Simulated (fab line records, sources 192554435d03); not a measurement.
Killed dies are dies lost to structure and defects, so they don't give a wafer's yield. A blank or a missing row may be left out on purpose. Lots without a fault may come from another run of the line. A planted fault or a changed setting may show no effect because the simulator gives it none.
Chamber matching | flow n5_finfet | N5_BEOL_M5_PRE_CLEAN_77 on cvd_co-01: 3 sister chambers
The step time 15 s. 36 wafers are shown with their chamber, then 12 later ones without.

WAFERS WITH THEIR CHAMBER
wafer  | chamber | heater_power_w (W)
L074.1 | 0       | 89
L074.4 | 1       | 93
L074.6 | 0       | 89
L077.2 | 1       | 93
L077.3 | 0       | 92
L077.5 | 1       | 92
L075.2 | 1       | 93
L075.3 | 2       | 84
L075.4 | 2       | 82
L080.2 | 1       | 94
L080.4 | 1       | 92
L080.5 | 0       | 90
L079.4 | 1       | 92
L079.5 | 0       | 89
L079.6 | 2       | 82
L081.3 | 1       | 94
L081.5 | 1       | 92
L081.6 | 0       | 93
L084.1 | 2       | 87
L084.4 | 1       | 92
L084.5 | 2       | 84
L083.2 | 1       | 90
L083.3 | 0       | 91
L083.6 | 1       | 95
L088.2 | 0       | 90
L088.5 | 1       | 81
L088.6 | 2       | 83
L092.1 | 2       | 86
L092.2 | 0       | 91
L092.3 | 1       | 81
L092.4 | 2       | 86
L092.5 | 1       | 84
L092.6 | 0       | 89
L091.3 | 0       | 91
L091.4 | 1       | 85
L091.5 | 0       | 93

SIGNATURES (means of the wafers above)
reading        | chamber 0 | chamber 1 | chamber 2 | scatter within a chamber
heater_power_w | 90.58     | 90.19     | 84.25     | 3.38
Rule: a wafer's distance from a chamber is the root of the sum, over the readings, of the square of ((its reading less the chamber's mean) divided by the reading's scatter). The wafer belongs to the nearest chamber; if the next one is less than 2 further off, it can't be placed. The scatter: the root of (the sum of the squares of (reading less its chamber's mean) over the shown wafers, divided by (wafers less chambers)).

WAFERS WITHOUT THEIR CHAMBER
wafer  | heater_power_w (W)
L094.2 | 85
L094.3 | 85
L094.4 | 84
L093.2 | 86
L093.3 | 89
L093.6 | 91
L095.1 | 87
L095.2 | 89
L095.6 | 84
L097.4 | 93
L097.5 | 85
L097.6 | 86

WHICH CHAMBER EACH WENT THROUGH
wafer  | from the rows above          | in truth
L094.2 | can't be placed: 2 or 1 or 0 | 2
L094.3 | can't be placed: 2 or 1 or 0 | 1
L094.4 | can't be placed: 2 or 1 or 0 | 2
L093.2 | can't be placed: 2 or 1 or 0 | 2
L093.3 | can't be placed: 1 or 0 or 2 | 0
L093.6 | can't be placed: 0 or 1 or 2 | 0
L095.1 | can't be placed: 2 or 1 or 0 | 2
L095.2 | can't be placed: 1 or 0 or 2 | 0
L095.6 | can't be placed: 2 or 1 or 0 | 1
L097.4 | can't be placed: 0 or 1 or 2 | 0
L097.5 | can't be placed: 2 or 1 or 0 | 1
L097.6 | can't be placed: 2 or 1 or 0 | 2
Placed correctly: 0 of 12. Can't be placed from these rows: 12 (the true chamber is among the candidates in 12). Placed wrongly: 0.
